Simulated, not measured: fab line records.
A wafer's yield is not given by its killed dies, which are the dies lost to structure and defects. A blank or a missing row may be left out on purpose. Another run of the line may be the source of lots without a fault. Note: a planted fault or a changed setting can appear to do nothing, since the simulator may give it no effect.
fab line records	flow n5-finfet	part 1 of 2: steps 1 to 23 of 29
[record] lots = 5	wafers = 15	last-day = 18
route steps=1938 shown BEOL_M8@1392 BEOL_M9@1401
lots with no fault: from the same line, run without faults
start-h: start of the lot's first displayed wafer, in hours after the record's first day	wait-h: hours since the lot's step before	" the same as in the row above	L1.1+2: a single row standing in for several wafers	- no value present, or no start provided	* or withheld: withheld	< > ~ a bound
route shown NAME@n: names a module that has steps shown in the file, with the first one's number in the route	usual: mean and standard deviation over wafers with no fault	same: alike in all rows	chamber/n: place in a boat	sites: each site's reading	_std_site: standard deviation across them	_edge_site: mean of outer sites minus mean of inner sites	radius-mm: how far each site lies from the wafer's centre	mask NAME#n: copy n	behind: the most recent tool/chamber to have shaped the wafer	hold: reason for holding the lot/hours on hold/outcome of the hold	device: the transistor (n, p or np) that didn't switch	end of line: at the end of the route, the tests of the same wafers	a step given without rows: its recipe and nothing more	killed: at the first sort, the dies lost to defects and structure; wafer yield is something else	map: per-die view of a wafer (x killed, . not killed, _ where there is no die)
set.NAME: setting as actually run; set.NAME@STEP: the setting as run at that earlier step	model.NAME: the simulator's own value behind a step, which no gauge read
lots at selected steps of the route; one table per step, one row per wafer
services: when a tool's chamber went out of use (start-h, in hours from the record's first day, below 0 if earlier), for how many hours, and the reason
[[steps]]
[step N5_BEOL_M8_SPUTTER_48]
[recipe] material = Cu	target-thk-a = 100	temp-c = -20	bias-v = 60	power-w = 26000	chamber-pressure-pa = 0.13	time-s = 1.667
[usual] throttle-valve-pct = 30.0/0.98
lot.wafer	tool	chamber	start-h	wait-h	throttle-valve-pct
L084.2	pvd-sputter-02	-	277.83	0.1	29.1
L084.3	"	-	"	"	28.5
L084.4	"	-	"	"	29.2
L086.2	pvd-sputter-01	-	287.56	0.1	31.1
L086.3	"	-	"	"	30.9
L086.4	"	-	"	"	31.7
L092.4	pvd-sputter-03	-	322.91	0.2	30.1
L092.5	"	-	"	"	32.0
L092.6	"	-	"	"	30.2
L093.2	pvd-sputter-03	-	354.36	0.4	30.1
L093.3	"	-	"	"	29.3
L093.6	"	-	"	"	30.3
L096.1	pvd-sputter-02	-	360.03	0.2	29.3
L096.4	"	-	"	"	29.6
L096.5	"	-	"	"	29.2
[step N5_BEOL_M8_ECD_50]
[recipe] material = Cu	target-thk-a = 3000
lot.wafer	tool	chamber	start-h	wait-h
L084.2+3+4	ecd-cu-02	1,1,0	277.96	0.1
L086.2+3+4	ecd-cu-01	0,0,1	287.70	0.1
L092.4+5+6	ecd-cu-01	0,1,0	323.05	0.1
L093.2+3+6	ecd-cu-01	1,0,1	354.47	0.1
L096.1+4+5	ecd-cu-01	1,1,0	360.16	0.1
[step N5_BEOL_M8_ANNEAL_51]
[recipe] temp-c = 225	time-s = 90	ambient = N2
[usual] wafer_temp_C_max = 226.2/0.67
lot.wafer	tool	chamber	start-h	wait-h	wafer_temp_C_max
L084.2	rtp-anneal-02	0	278.34	0.4	225.4
L084.3	"	0	"	"	225.5
L084.4	"	0	"	"	225.4
L086.2	rtp-anneal-01	0	289.97	2.2	226.9
L086.3	"	0	"	"	226.5
L086.4	"	0	"	"	226.7
L092.4	rtp-anneal-02	0	323.25	0.2	225.5
L092.5	"	0	"	"	225.4
L092.6	"	0	"	"	225.6
L093.2	rtp-anneal-01	0	354.72	0.2	226.8
L093.3	"	0	"	"	227.7
L093.6	"	0	"	"	227.0
L096.1	rtp-anneal-01	0	360.44	0.3	226.9
L096.4	"	0	"	"	226.6
L096.5	"	0	"	"	227.0
[step N5_BEOL_M8_CMP_52]
[recipe] stop-on = SiCOH_lowk	t-overpolish-s = 6.9	down-force-psi = 1	platen-rpm = 50	clearing-platen-down-force-psi = 1.5	clearing-platen-rpm = 50	post-cmp-clean = cu-alkaline	target-thk-nm = 80	clearing-platen-pad-velocity-m-s = 0.99484	pad-velocity-m-s = 0.99484
[usual] barrier-field-endpoint-s = 29.0/0.84	motor-current-A = 5.9/0.54	overpolish-run-s = 6.901/0.0092	slurry-filter-dp-kPa = 13.49/0.15	time-to-endpoint-s = 63/3.5
lot.wafer	tool	chamber	start-h	wait-h	barrier-field-endpoint-s	motor-current-A	overpolish-run-s	slurry-filter-dp-kPa	time-to-endpoint-s
L084.4	cmp-04	1	278.60	0.1	29.6	4.8	6.911	13.67	63
L084.3	"	2	"	"	29.5	5.7	6.912	13.54	67
L084.2	"	3	"	"	29.9	6.9	6.896	13.42	64
L086.4	cmp-01	1	290.27	0.2	28.9	5.3	6.906	13.64	64
L086.2	"	2	"	"	27.4	5.8	6.918	13.34	59
L086.3	"	3	"	"	29.5	6.6	6.906	13.68	69
L092.4	cmp-04	3	323.54	0.2	29.0	6.6	6.900	13.52	62
L092.6	"	0	"	"	29.0	6.1	6.907	13.30	65
L092.5	"	1	"	"	29.6	4.7	6.887	13.37	63
L093.2	cmp-02	3	355.01	0.2	27.4	5.8	6.909	13.51	55
L093.3	"	0	"	"	28.8	5.3	6.908	13.75	58
L093.6	"	3	"	"	27.9	5.5	6.905	13.44	56
L096.4	cmp-02	3	360.75	0.1	26.9	5.7	6.906	13.45	57
L096.1	"	0	"	"	27.9	5.4	6.895	13.55	60
L096.5	"	0	"	"	28.2	5.4	6.910	13.34	57
[step N5_BEOL_M8_THK_MEAS_53]
[recipe] thk-meas-gauge = xrf	reads = Cu_of_BEOL_M8_ECD_50
[usual] M8_THK = 79.6/2
lot.wafer	tool	chamber	start-h	wait-h	M8_THK[nm]
L084.2	film-metro-02	-	278.89	-	78.3
L084.3	"	-	"	"	77.2
L084.4	"	-	"	"	79.4
L086.2	film-metro-01	-	290.53	-	80.3
L086.3	"	-	"	"	81.1
L086.4	"	-	"	"	77.3
L092.4	film-metro-01	-	323.73	-	79.6
L092.5	"	-	"	"	80.7
L092.6	"	-	"	"	81.4
L093.2	film-metro-02	-	355.27	-	80.2
L093.3	"	-	"	"	80.1
L093.6	"	-	"	"	77.7
L096.1	film-metro-01	-	361.05	-	77.8
L096.4	"	-	"	"	80.2
L096.5	"	-	"	"	79.1
[step N5_BEOL_M8_PRE_CLEAN_55]
[recipe] gas = NH3	time-s = 15	temp-c = withheld	rf-power-w = 300
[usual] rf-fwd-power-W = 294.4/1.8
lot.wafer	tool	chamber	start-h	wait-h	rf-fwd-power-W
L084.2	pecvd-01	1	278.93	0.0	293.7
L084.3	"	2	"	"	296.3
L084.4	"	1	"	"	294.3
L086.2	pecvd-01	2	290.57	0.0	294.8
L086.3	"	1	"	"	294.7
L086.4	"	2	"	"	294.1
L092.4	pecvd-03	2	323.77	0.0	294.4
L092.5	"	0	"	"	294.7
L092.6	"	1	"	"	296.4
L093.2	pecvd-03	1	355.31	0.0	297.6
L093.3	"	0	"	"	295.8
L093.6	"	1	"	"	297.1
L096.1	pecvd-01	1	361.09	0.0	294.5
L096.4	"	0	"	"	298.0
L096.5	"	1	"	"	294.0
[step N5_BEOL_M8_DEP_56]
[recipe] material = SiCN	target-thk-a = 100	temp-c = withheld	precursor = 3MS/NH3	pressure-torr = 3	rf-w = 202	time-s = 17.5
[usual] rf-fwd-power-W = 199.3/0.94	showerhead-plenum-p-Torr = 3.667/0.013	throttle-valve-pct = 9.0/0.95
lot.wafer	tool	chamber	start-h	wait-h	rf-fwd-power-W	showerhead-plenum-p-Torr	throttle-valve-pct
L084.2	pecvd-01	1	278.97	0.0	199.4	3.663	8.2
L084.3	"	2	"	"	199.6	3.674	7.7
L084.4	"	1	"	"	199.0	3.657	8.5
L086.2	pecvd-01	2	290.61	0.0	199.7	3.670	7.7
L086.3	"	1	"	"	198.7	3.659	8.6
L086.4	"	2	"	"	200.5	3.666	7.7
L092.4	pecvd-03	2	323.80	0.0	200.1	3.660	9.0
L092.5	"	0	"	"	200.2	3.680	8.9
L092.6	"	1	"	"	199.8	3.684	9.8
L093.2	pecvd-03	1	355.33	0.0	200.5	3.695	9.6
L093.3	"	0	"	"	199.4	3.671	9.0
L093.6	"	1	"	"	200.2	3.678	9.6
L096.1	pecvd-01	1	361.11	0.0	199.3	3.657	8.5
L096.4	"	0	"	"	200.3	3.686	9.7
L096.5	"	1	"	"	198.8	3.653	8.6
[step N5_BEOL_M8_RS_MEAS_57]
[recipe] thk-meas-gauge = four-point-probe	reads = Cu_of_BEOL_M8_ECD_50+Co_of_BEOL_M8_CVD_78+TaN_of_BEOL_M8_ALD_77
[usual] M8_RS = 0.288/0.0088
lot.wafer	tool	chamber	start-h	wait-h	M8_RS[ohm/sq]
L084.2	film-metro-02	-	279.05	0.1	0.293
L084.3	"	-	"	"	0.296
L084.4	"	-	"	"	0.286
L086.2	film-metro-01	-	290.69	0.1	0.284
L086.3	"	-	"	"	0.281
L086.4	"	-	"	"	0.297
L092.4	film-metro-01	-	323.86	0.0	0.288
L092.5	"	-	"	"	0.283
L092.6	"	-	"	"	0.280
L093.2	film-metro-02	-	355.40	0.1	0.286
L093.3	"	-	"	"	0.287
L093.6	"	-	"	"	0.299
L096.1	film-metro-02	-	361.18	0.1	0.295
L096.4	"	-	"	"	0.285
L096.5	"	-	"	"	0.290
[step N5_BEOL_M8_INSPECT_58]
[recipe] inspect-instrument = darkfield	mode = post-dep
[usual] raw-defect-count = 64/20
lot.wafer	tool	chamber	start-h	wait-h	raw-defect-count
L084.2	defect-inspect-01	-	279.08	0.0	81
L084.3	"	-	"	"	67
L084.4	"	-	"	"	86
L086.2	defect-inspect-01	-	290.72	0.0	45
L086.3	"	-	"	"	31
L086.4	"	-	"	"	44
L092.4	defect-inspect-02	-	323.88	0.0	70
L092.5	"	-	"	"	73
L092.6	"	-	"	"	63
L093.2	defect-inspect-02	-	355.43	0.0	62
L093.3	"	-	"	"	61
L093.6	"	-	"	"	55
L096.1	defect-inspect-02	-	361.21	0.0	45
L096.4	"	-	"	"	67
L096.5	"	-	"	"	44
[step N5_BEOL_M9_ILD_DEP_00]
[recipe] material = SiCOH_lowk	target-thk-a = 3085.1	temp-c = 300	precursor = DEMS/porogen	pressure-torr = 5	rf-w = 500	time-s = 58
[usual] heater-power-w = 323/33	rf-fwd-power-W = 496.4/1.6	showerhead-plenum-p-Torr = 5.744/0.016	throttle-valve-pct = 13.8/0.99
lot.wafer	tool	chamber	start-h	wait-h	heater-power-w	rf-fwd-power-W	showerhead-plenum-p-Torr	throttle-valve-pct
L084.2	pecvd-01	1	279.12	0.0	359	496.5	5.728	13.0
L084.3	"	1	"	"	369	494.6	5.722	12.9
L084.4	"	2	"	"	305	496.0	5.741	11.7
L086.2	pecvd-03	1	290.76	0.0	287	498.5	5.761	14.7
L086.3	"	2	"	"	310	499.0	5.716	13.6
L086.4	"	2	"	"	323	499.7	5.721	13.2
L092.4	pecvd-01	1	323.95	0.1	359	494.7	5.721	13.2
L092.5	"	2	"	"	259	495.6	5.759	12.0
L092.6	"	1	"	"	371	497.5	5.732	13.3
L093.2	pecvd-02	2	355.46	0.0	291	495.6	5.737	14.5
L093.3	"	0	"	"	313	495.6	5.719	12.8
L093.6	"	2	"	"	290	496.4	5.756	14.5
L096.1	pecvd-01	0	361.24	0.0	367	500.1	5.766	15.1
L096.4	"	1	"	"	343	495.6	5.728	13.0
L096.5	"	2	"	"	308	499.2	5.740	12.1
[step N5_BEOL_M9_CURE_71]
[recipe] temp-c = 385	time-s = 240	ambient = He/Ar	material = SiCOH_lowk
[usual] lamp-power-pct = 52.32/0.051	wafer_temp_C_max = 386.9/0.94
lot.wafer	tool	chamber	start-h	wait-h	lamp-power-pct	wafer_temp_C_max
L084.2	uv-cure-02	2	279.30	0.2	52.37	386.9
L084.3	"	2	"	"	52.17	386.7
L084.4	"	2	"	"	52.29	386.8
L086.2	uv-cure-02	2	290.91	0.1	52.25	386.5
L086.3	"	2	"	"	52.34	386.4
L086.4	"	2	"	"	52.37	386.7
L092.4	uv-cure-03	2	324.26	0.3	52.40	385.6
L092.5	"	2	"	"	52.37	385.9
L092.6	"	2	"	"	52.33	386.0
L093.2	uv-cure-02	0	355.62	0.1	52.40	387.0
L093.3	"	0	"	"	52.33	386.7
L093.6	"	0	"	"	52.36	387.2
L096.1	uv-cure-03	2	361.40	0.1	52.36	385.8
L096.4	"	2	"	"	52.31	386.0
L096.5	"	2	"	"	52.39	386.0
[step N5_BEOL_M9_THK_MEAS_01]
[recipe] reads = SiCOH_lowk_of_BEOL_M9_ILD_DEP_00
[usual] M9_ILD_THK = 269/3.7
lot.wafer	tool	chamber	start-h	wait-h	M9_ILD_THK[nm]
L084.2	film-metro-01	-	279.74	0.4	265
L084.3	"	-	"	"	269
L084.4	"	-	"	"	272
L086.2	film-metro-02	-	291.35	0.4	270
L086.3	"	-	"	"	272
L086.4	"	-	"	"	279
L092.4	film-metro-01	-	324.54	0.2	269
L092.5	"	-	"	"	268
L092.6	"	-	"	"	272
L093.2	film-metro-01	-	356.05	0.4	268
L093.3	"	-	"	"	267
L093.6	"	-	"	"	268
L096.1	film-metro-01	-	361.91	0.4	268
L096.4	"	-	"	"	274
L096.5	"	-	"	"	270
[step N5_BEOL_M9_PECVD_70]
[recipe] material = SiO2	target-thk-a = 200	temp-c = 400	precursor = TEOS/O2	pressure-torr = 5.5	rf-w = 450	teos-flow-sccm = 53.8	gas = O2	flow-sccm = 3000	time-s = 22.7
[usual] heater-power-w = 733/68	rf-fwd-power-W = 445.0/1.9	showerhead-plenum-p-Torr = 8.82/0.056	throttle-valve-pct = 22.2/1.4
lot.wafer	tool	chamber	start-h	wait-h	heater-power-w	rf-fwd-power-W	showerhead-plenum-p-Torr	throttle-valve-pct
L084.2	pecvd-02	0	279.77	0.0	701	444.2	8.74	24.6
L084.3	"	1	"	"	799	446.9	8.86	22.5
L084.4	"	2	"	"	773	442.6	8.84	22.8
L086.2	pecvd-03	1	291.38	0.0	581	445.4	8.88	23.9
L086.3	"	0	"	"	737	445.7	8.81	21.7
L086.4	"	2	"	"	706	444.0	8.80	21.8
L092.4	pecvd-03	0	324.59	0.1	732	444.0	8.82	22.1
L092.5	"	1	"	"	688	447.0	8.89	23.9
L092.6	"	2	"	"	733	446.5	8.78	21.9
L093.2	pecvd-03	1	356.09	0.0	653	445.2	8.89	24.0
L093.3	"	0	"	"	767	446.9	8.86	21.8
L093.6	"	0	"	"	749	445.6	8.83	21.8
L096.1	pecvd-02	2	361.95	0.0	691	444.2	8.87	23.2
L096.4	"	1	"	"	822	446.1	8.87	22.4
L096.5	"	2	"	"	708	446.0	8.86	23.5
[step N5_BEOL_M9_HM_DEP_02]
[recipe] material = TiN	target-thk-a = 200	temp-c = 25	chamber-pressure-pa = 0.49996
[usual] throttle-valve-pct = 30.0/1.1
lot.wafer	tool	chamber	start-h	wait-h	throttle-valve-pct
L084.2	pvd-sputter-03	-	281.50	1.7	29.3
L084.3	"	-	"	"	31.9
L084.4	"	-	"	"	30.3
L086.2	pvd-sputter-01	-	294.02	2.6	32.1
L086.3	"	-	"	"	30.2
L086.4	"	-	"	"	30.9
L092.4	pvd-sputter-01	-	325.60	1.0	31.7
L092.5	"	-	"	"	30.6
L092.6	"	-	"	"	30.0
L093.2	pvd-sputter-02	-	358.57	2.5	29.1
L093.3	"	-	"	"	28.8
L093.6	"	-	"	"	28.9
L096.1	pvd-sputter-03	-	362.49	0.5	29.7
L096.4	"	-	"	"	29.4
L096.5	"	-	"	"	29.3
[step N5_BEOL_M9_COAT_59]
[recipe] resist = SOC	temp-c = 250	time-s = 60	spin-rpm = 1500	resist-thk-nm = 100
[usual] exhaust-pa = 45.1/0.94	plate-temp-C = 249.98/0.16
lot.wafer	tool	chamber	start-h	wait-h	exhaust-pa	plate-temp-C
L084.2	litho-track-01	0	281.62	0.1	44.3	250.04
L084.3	"	0	"	"	44.5	250.09
L084.4	"	0	"	"	45.5	249.94
L086.2	litho-track-03	0	294.15	0.1	44.5	250.11
L086.3	"	0	"	"	45.4	249.92
L086.4	"	0	"	"	44.9	250.04
L092.4	litho-track-01	0	325.68	0.0	46.9	249.92
L092.5	"	0	"	"	45.2	249.71
L092.6	"	0	"	"	45.4	249.95
L093.2	litho-track-03	0	358.69	0.1	45.3	250.06
L093.3	"	0	"	"	44.6	250.27
L093.6	"	0	"	"	45.3	250.18
L096.1	litho-track-04	0	362.62	0.1	45.2	249.83
L096.4	"	0	"	"	45.6	250.16
L096.5	"	0	"	"	45.0	250.25
[step N5_BEOL_M9_COAT_60]
[recipe] resist = SiARC	temp-c = 220	time-s = 60	spin-rpm = 1500	resist-thk-nm = 30
[usual] exhaust-pa = 45.0/0.82	plate-temp-C = 219.98/0.17
lot.wafer	tool	chamber	start-h	wait-h	exhaust-pa	plate-temp-C
L084.2	litho-track-01	0	-	-	45.1	219.81
L084.3	"	0	"	"	45.5	219.68
L084.4	"	0	"	"	44.3	219.84
L086.2	litho-track-03	0	-	-	44.7	219.95
L086.3	"	0	"	"	45.6	219.73
L086.4	"	0	"	"	45.2	219.96
L092.4	litho-track-01	0	-	-	45.8	220.03
L092.5	"	0	"	"	46.1	219.80
L092.6	"	0	"	"	45.2	220.03
L093.2	litho-track-03	0	-	-	44.7	220.02
L093.3	"	0	"	"	44.8	219.84
L093.6	"	0	"	"	44.4	219.85
L096.1	litho-track-04	0	-	-	45.3	220.29
L096.4	"	0	"	"	44.7	220.00
L096.5	"	0	"	"	44.8	220.00
[step N5_BEOL_M9_COAT_05]
[recipe] resist = CAR-ArF	spin-rpm = 1500	resist-thk-nm = 90
[usual] exhaust-pa = 44.9/0.96
lot.wafer	tool	chamber	start-h	wait-h	exhaust-pa
L084.2	litho-track-01	0	-	-	43.3
L084.3	"	0	"	"	45.3
L084.4	"	0	"	"	45.5
L086.2	litho-track-03	0	-	-	45.5
L086.3	"	0	"	"	44.4
L086.4	"	0	"	"	46.0
L092.4	litho-track-01	0	-	-	46.1
L092.5	"	0	"	"	45.6
L092.6	"	0	"	"	44.3
L093.2	litho-track-03	0	-	-	44.0
L093.3	"	0	"	"	45.3
L093.6	"	0	"	"	45.9
L096.1	litho-track-04	0	-	-	45.9
L096.4	"	0	"	"	45.8
L096.5	"	0	"	"	45.9
[step N5_BEOL_M9_EBR_07]
[recipe] solvent = PGMEA	ebr-width-mm = 1.5
[usual] exhaust-pa = 45.1/0.98
lot.wafer	tool	chamber	start-h	wait-h	exhaust-pa
L084.2	litho-track-01	0	-	-	42.5
L084.3	"	0	"	"	42.7
L084.4	"	0	"	"	41.5
L086.2	litho-track-03	0	-	-	44.4
L086.3	"	0	"	"	45.5
L086.4	"	0	"	"	44.1
L092.4	litho-track-01	0	-	-	45.4
L092.5	"	0	"	"	45.5
L092.6	"	0	"	"	46.4
L093.2	litho-track-03	0	-	-	45.8
L093.3	"	0	"	"	46.5
L093.6	"	0	"	"	46.6
L096.1	litho-track-04	0	-	-	44.2
L096.4	"	0	"	"	43.3
L096.5	"	0	"	"	44.3
[step N5_BEOL_M9_SOFTBAKE_06]
[recipe] temp-c = 110	time-s = 60	resist = CAR-ArF
[usual] exhaust-pa = 45.1/0.77	plate-temp-C = 110.00/0.12
lot.wafer	tool	chamber	start-h	wait-h	exhaust-pa	plate-temp-C
L084.2	litho-track-01	0	-	-	45.5	109.99
L084.3	"	0	"	"	45.5	109.98
L084.4	"	0	"	"	44.3	110.04
L086.2	litho-track-03	0	-	-	45.7	110.03
L086.3	"	0	"	"	47.3	110.14
L086.4	"	0	"	"	46.6	110.04
L092.4	litho-track-01	0	-	-	45.4	110.00
L092.5	"	0	"	"	44.4	109.95
L092.6	"	0	"	"	45.7	110.13
L093.2	litho-track-03	0	-	-	44.7	110.00
L093.3	"	0	"	"	44.3	109.91
L093.6	"	0	"	"	46.2	110.31
L096.1	litho-track-04	0	-	-	45.6	109.89
L096.4	"	0	"	"	46.3	110.06
L096.5	"	0	"	"	45.6	109.85
[step N5_BEOL_M9_EXPOSE_08]
[recipe] mask-id = M9	na = 1.35	source-shape = dipole	sigma-inner = 0.411	sigma-outer = 0.611	polarization = te	dose-mj = 53.75
lot.wafer	tool	chamber	start-h	wait-h	mask
L084.2+3+4	arfi-scanner-02	0	281.89	-	M9#0
L086.2+3+4	arfi-scanner-01	0	294.40	-	M9#0
L092.4+5+6	arfi-scanner-03	0	325.94	-	M9#0
L093.2+3+6	arfi-scanner-01	0	358.94	-	M9#0
L096.1+4+5	arfi-scanner-02	0	362.86	-	M9#0
[step N5_BEOL_M9_PEB_09]
[recipe] peb-temp-c = withheld	peb-time-s = 60	resist = CAR-ArF
[usual] exhaust-pa = 44.8/0.92
lot.wafer	tool	chamber	start-h	wait-h	exhaust-pa
L084.2	litho-track-01	0	281.94	0.0	45.5
L084.3	"	0	"	"	46.9
L084.4	"	0	"	"	45.7
L086.2	litho-track-04	0	294.45	0.0	44.7
L086.3	"	0	"	"	44.4
L086.4	"	0	"	"	44.8
L092.4	litho-track-03	0	325.98	0.0	44.1
L092.5	"	0	"	"	45.6
L092.6	"	0	"	"	45.3
L093.2	litho-track-04	0	359.00	0.0	44.0
L093.3	"	0	"	"	45.1
L093.6	"	0	"	"	44.1
L096.1	litho-track-04	0	362.92	0.1	44.8
L096.4	"	0	"	"	44.0
L096.5	"	0	"	"	44.6
[step N5_BEOL_M9_DEVELOP_10]
[recipe] develop-time-s = 30	developer = TMAH	resist = CAR-ArF	rinse-liquid = diw	dry = air-spin	dev-temp-c = 23
[usual] exhaust-pa = 45.1/0.92
[same] develop-time-s = 30
lot.wafer	tool	chamber	start-h	wait-h	exhaust-pa
L084.2	litho-track-01	0	-	-	45.2
L084.3	"	0	"	"	45.0
L084.4	"	0	"	"	46.7
L086.2	litho-track-04	0	-	-	44.6
L086.3	"	0	"	"	46.2
L086.4	"	0	"	"	45.8
L092.4	litho-track-03	0	-	-	43.9
L092.5	"	0	"	"	44.3
L092.6	"	0	"	"	44.1
L093.2	litho-track-04	0	-	-	45.0
L093.3	"	0	"	"	44.8
L093.6	"	0	"	"	46.0
L096.1	litho-track-04	0	-	-	44.3
L096.4	"	0	"	"	45.5
L096.5	"	0	"	"	45.8
[step N5_BEOL_M9_CD_MEAS_11]
[recipe] target-cd-nm = 64.1	landing-energy-ev = 500	detector = se-inlens	polarity = opening
[usual] cd-nm = 63.7/0.59
lot.wafer	tool	chamber	start-h	wait-h	cd-nm
L084.2	cd-sem-03	0	282.01	-	64.0
L084.3	"	0	"	"	63.9
L084.4	"	0	"	"	63.0
L086.2	cd-sem-03	0	294.52	-	62.7
L086.3	"	0	"	"	63.1
L086.4	"	0	"	"	62.8
L092.4	cd-sem-02	0	326.05	-	64.5
L092.5	"	0	"	"	64.3
L092.6	"	0	"	"	63.5
L093.2	cd-sem-01	0	359.06	-	63.5
L093.3	"	0	"	"	63.4
L093.6	"	0	"	"	63.4
L096.1	cd-sem-02	0	362.99	-	64.5
L096.4	"	0	"	"	64.1
L096.5	"	0	"	"	63.3
